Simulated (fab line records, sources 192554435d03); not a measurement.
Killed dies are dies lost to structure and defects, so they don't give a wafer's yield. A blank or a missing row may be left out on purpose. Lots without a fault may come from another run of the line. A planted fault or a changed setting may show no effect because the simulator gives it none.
Split-lot experiment | flow n5_finfet | 7 lots, 21 wafers read, on a route of 1938 steps

THE SPLIT
At N5_BEOL_M12_ETCH_68 (etches SOC in N2/H2, time 285 s), the setting time_s was moved away from the recipe's 285 s on 7 of the 21 wafers read, by -20.1% to +19.6%. The other wafers ran this setting at the recipe's value.

The reading is taken at the split's own step.

THE READING
SiARC_of_BEOL_M12_COAT_66.thk_nm (the simulator's own value, which no gauge read), in nm, at N5_BEOL_M12_ETCH_68 (etches SOC in N2/H2, time 285 s). The file gives no usual value for it. The 14 wafers here that ran the recipe average 85.6 nm, standard deviation 0.55 nm.

wafer  | tool, chamber at the split | time_s as run, s | against the recipe | SiARC_of_BEOL_M12_COAT_66.thk_nm, nm | against lot-mates on the recipe
L075.1 | rie_diel-03, 1,3,0         | 285              | recipe             | 85                                   | -
L075.4 | rie_diel-03, 1,3,0         | 285              | recipe             | 85                                   | -
L075.5 | rie_diel-03, 1,3,0         | 285              | recipe             | 85                                   | -
L083.3 | rie_diel-01, 2             | 252.4            | -11.4%             | 89.2                                 | +3.2
L083.5 | rie_diel-01, 1             | 285              | recipe             | 85.6                                 | -
L083.6 | rie_diel-01, 2             | 285              | recipe             | 86.4                                 | -
L080.1 | rie_diel-04, 3             | 285              | recipe             | 86                                   | -
L080.3 | rie_diel-04, 1             | 285              | recipe             | 86.2                                 | -
L080.5 | rie_diel-04, 1             | 285              | recipe             | 86.2                                 | -
L084.1 | rie_diel-01, 3             | 227.7            | -20.1%             | 91                                   | +5.2
L084.2 | rie_diel-01, 0             | 285              | recipe             | 85.2                                 | -
L084.3 | rie_diel-01, 2             | 285              | recipe             | 86.4                                 | -
L090.3 | rie_diel-01, 3             | 229.2            | -19.6%             | 90.2                                 | +4.8
L090.4 | rie_diel-01, 2             | 229.2            | -19.6%             | 90.4                                 | +5.0
L090.6 | rie_diel-01, 3             | 285              | recipe             | 85.4                                 | -
L088.1 | rie_diel-01, 0             | 341              | +19.6%             | 80.2                                 | no lot-mate on the recipe
L088.3 | rie_diel-01, 2             | 341              | +19.6%             | 82                                   | no lot-mate on the recipe
L088.4 | rie_diel-01, 1             | 341              | +19.6%             | 81                                   | no lot-mate on the recipe
L093.1 | rie_diel-03, 0             | 285              | recipe             | 84.8                                 | -
L093.3 | rie_diel-03, 1             | 285              | recipe             | 85.8                                 | -
L093.6 | rie_diel-03, 3             | 285              | recipe             | 85.2                                 | -
Where a row lists several chambers, the file gives one row for several wafers and doesn't say which wafer went through which chamber.

THE FIT
A straight line over all 21 wafers: SiARC_of_BEOL_M12_COAT_66.thk_nm changes by -0.244 nm for each +1% of time_s; r = -0.98; the points scatter about the line by 0.6 nm.
The same after taking each lot's own level away (the mean of its wafers on the recipe; 18 wafers): -0.255 nm for each +1%; r = -0.99; scatter 0.33 nm.
On that fit, the largest move of time_s shifts the reading by 5.1 nm.
The lots' own levels span 85.00 to 86.13 nm, that is 2.1 times the standard deviation above.
So the lot-to-lot level changes the slope little: the two slopes agree.
Check: with one of the wafers moved furthest among these (-20.1%) left out of the fit, the line predicts +5.12 nm for it against its lot-mates. It came out at +5.2 nm against them.

OTHER SPLITS ON THESE WAFERS
These wafers also went through other splits before the reading. Each is held against what the fit with the lots' levels taken away leaves over:
other split on the same wafers   | wafers away from the commonest value | r with SiARC_of_BEOL_M12_COAT_66.thk_nm (lot level and that fit taken away)
N5_BEOL_M8_TRENCH_ETCH_37 time_s | 5                                    | +0.06
N5_BEOL_M9_DESCUM_16 time_s      | 3                                    | +0.07
N5_BEOL_M9_ETCH_62 source_w      | 5                                    | -0.24
N5_BEOL_M10_DESCUM_16 time_s     | 5                                    | +0.15
N5_BEOL_M11_CURE_72 time_s       | 8                                    | +0.05

THE FILE'S OWN FIT
SiARC_of_BEOL_M12_COAT_66.thk_nm changes by -0.258 nm for each +1% of time_s, r = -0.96.
